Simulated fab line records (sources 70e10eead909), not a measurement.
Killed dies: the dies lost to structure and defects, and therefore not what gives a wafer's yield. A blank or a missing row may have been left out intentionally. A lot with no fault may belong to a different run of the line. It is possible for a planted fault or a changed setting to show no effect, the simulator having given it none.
Struck lot and sound lot, side by side | flow nand harc | 15 steps out of a route of 1302
Sound: these wafers, L192.1, L192.2, L192.5. Wafers struck: L204.4, L204.5, L204.6. Last of all comes the cause.
Per side, at each step with rows, come the tool, then ch with its chambers, and then its first start. Under that, the readings that differ: sound wafers | struck wafers | difference of the means | sigmas: that difference in standard deviations of wafers without a fault.
alike: readings with means less than 2 such deviations apart, plus words and numbers identical on both sides. not compared: withheld readings, readings lacking a value on some wafer, bounds such as >300 that could conceal the same value, and numbers that have no deviation in the record and whose values overlap.
A row with sigmas, a row that says differs or no value, or rows on one side alone: a step with any of these is where the two part. Non-overlapping numbers with no deviation appear without sigmas and do not part them. A reading missing from all wafers of one side parts the sides only when that side holds two or more wafers.

NHARC_A_ONON_D2_THK_MEAS_05: measures by ellipsometry.
  sound: film metro-02 at day 15 13:10; struck: film metro-02 at day 20 01:08
  alike: thk nm
after that, 1 step with no rows for these wafers: NHARC_A_ONON_D2_DEP_06 (target thk 1000 nm).
NHARC_A_ONON_D2_THK_MEAS_08: measures by ellipsometry.
  sound: film metro-02 at day 15 13:44; struck: film metro-01 at day 20 01:42
  alike: thk nm
after that, 1 step with no rows for these wafers: NHARC_A_ONON_D2_DEP_09 (target thk 1000 nm).
NHARC_A_ONON_D2_THK_MEAS_11: measures by ellipsometry.
  sound: film metro-01 at day 15 14:17; struck: film metro-01 at day 20 02:16
  alike: thk nm
after that, 1 step with no rows for these wafers: NHARC_A_ONON_D2_DEP_12 (target thk 1000 nm).
NHARC_A_ONON_D2_THK_MEAS_14: measures by ellipsometry.
  sound: film metro-02 at day 15 14:52; struck: film metro-02 at day 20 02:58
  alike: thk nm
then, 2 steps without rows for these wafers: NHARC_A_ONON_D2_ANNEAL_15 (time 3600 s); NHARC_A_ONON_D2_DEP_16 (target thk 1000 nm).
NHARC_A_ONON_D2_THK_MEAS_18: measures by ellipsometry.
  sound: film metro-02 at day 15 22:11; struck: film metro-01 at day 20 10:21
  alike: thk nm
after that, 1 step with no rows for these wafers: NHARC_A_ONON_D2_DEP_19 (target thk 1000 nm).
NHARC_A_ONON_D2_THK_MEAS_21: measures by ellipsometry.
  sound: film metro-01 at day 15 22:45; struck: film metro-02 at day 20 10:55
  alike: thk nm
NHARC_A_ONON_D2_DEP_22: target thk 1000 nm.
  sound on pecvd onon-04 ch 0, day 15 22:49; struck on pecvd onon-01 ch 0, day 20 11:09
  alike: sih4 flow sccm
NHARC_A_ONON_D2_THK_MEAS_24: measures by ellipsometry.
  sound: film metro-02 at day 15 23:19; struck: film metro-02 at day 20 11:29
  reading     | sound          | struck      | difference | sigmas
  thk nm (nm) | 1009 1009 1008 | 955 956 953 | -54        | -6
after that, 1 step with no rows for these wafers: NHARC_A_ONON_D2_DEP_25 (target thk 1000 nm).

WHERE THEY PART
At NHARC_A_ONON_D2_THK_MEAS_24 and nowhere else, as far as this record goes.

WHY: what had been put in by the simulator
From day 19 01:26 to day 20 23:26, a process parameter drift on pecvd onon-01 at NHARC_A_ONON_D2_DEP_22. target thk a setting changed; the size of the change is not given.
